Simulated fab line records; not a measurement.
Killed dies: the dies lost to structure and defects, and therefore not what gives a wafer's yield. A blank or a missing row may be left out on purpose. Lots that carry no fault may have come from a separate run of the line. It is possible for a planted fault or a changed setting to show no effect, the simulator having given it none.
Matching of chambers / flow n5Finfet / N5_BEOL_M2_ETCHBACK_99 on rieDiel-03: 4 sister chambers
The step etches SiO2 in CHF3, target depth 5 nm, time 10.4 s. 8 wafers are shown with their chamber, then 9 later ones without.

== WAFERS PAIRED WITH THEIR CHAMBERS ==
wafer=L076.1; chamber=3; throttleValvePct (%)=17.42; showerheadPlenumPTorr (Torr)=2.14
wafer=L079.5; chamber=3; throttleValvePct (%)=17.43; showerheadPlenumPTorr (Torr)=2.13
wafer=L085.6; chamber=1; throttleValvePct (%)=17.04; showerheadPlenumPTorr (Torr)=2.22
wafer=L087.2; chamber=2; throttleValvePct (%)=17.03; showerheadPlenumPTorr (Torr)=2.04
wafer=L087.5; chamber=1; throttleValvePct (%)=17.05; showerheadPlenumPTorr (Torr)=2.22
wafer=L090.3; chamber=0; throttleValvePct (%)=16.52; showerheadPlenumPTorr (Torr)=2.11
wafer=L090.5; chamber=0; throttleValvePct (%)=16.52; showerheadPlenumPTorr (Torr)=2.11
wafer=L090.6; chamber=2; throttleValvePct (%)=17.05; showerheadPlenumPTorr (Torr)=2.04

== WAFERS WITHOUT THEIR CHAMBER ==
wafer=L093.2; throttleValvePct (%)=17.08; showerheadPlenumPTorr (Torr)=2.21
wafer=L093.3; throttleValvePct (%)=16.53; showerheadPlenumPTorr (Torr)=2.10
wafer=L093.4; throttleValvePct (%)=17.06; showerheadPlenumPTorr (Torr)=2.03
wafer=L092.4; throttleValvePct (%)=17.05; showerheadPlenumPTorr (Torr)=2.03
wafer=L092.5; throttleValvePct (%)=17.06; showerheadPlenumPTorr (Torr)=2.03
wafer=L092.6; throttleValvePct (%)=17.07; showerheadPlenumPTorr (Torr)=2.21
wafer=L095.2; throttleValvePct (%)=17.07; showerheadPlenumPTorr (Torr)=2.03
wafer=L095.4; throttleValvePct (%)=16.57; showerheadPlenumPTorr (Torr)=2.10
wafer=L095.6; throttleValvePct (%)=16.56; showerheadPlenumPTorr (Torr)=2.10

== WHICH CHAMBER EACH WENT THROUGH ==
wafer=L093.2; from the rows above=1; in truth=1
wafer=L093.3; from the rows above=0; in truth=0
wafer=L093.4; from the rows above=2; in truth=2
wafer=L092.4; from the rows above=2; in truth=2
wafer=L092.5; from the rows above=2; in truth=2
wafer=L092.6; from the rows above=1; in truth=1
wafer=L095.2; from the rows above=2; in truth=2
wafer=L095.4; from the rows above=0; in truth=0
wafer=L095.6; from the rows above=0; in truth=0
Placed correctly: 9 of 9. Left unplaced by these rows: 0. Wrongly placed: 0.
How it was worked out, from the rows above alone: a wafer's distance from a chamber is the root of the sum, over the readings, of the square of ((its reading less the chamber's mean) divided by the reading's scatter). The wafer belongs to the nearest chamber; if the next one is less than 2 further off, it can't be placed. The mean given for a chamber averages the wafers shown for that chamber. How the scatter is found: for the shown wafers, subtract from each reading the mean of its chamber, square and add these, divide the total by (wafers less chambers), then take the root.
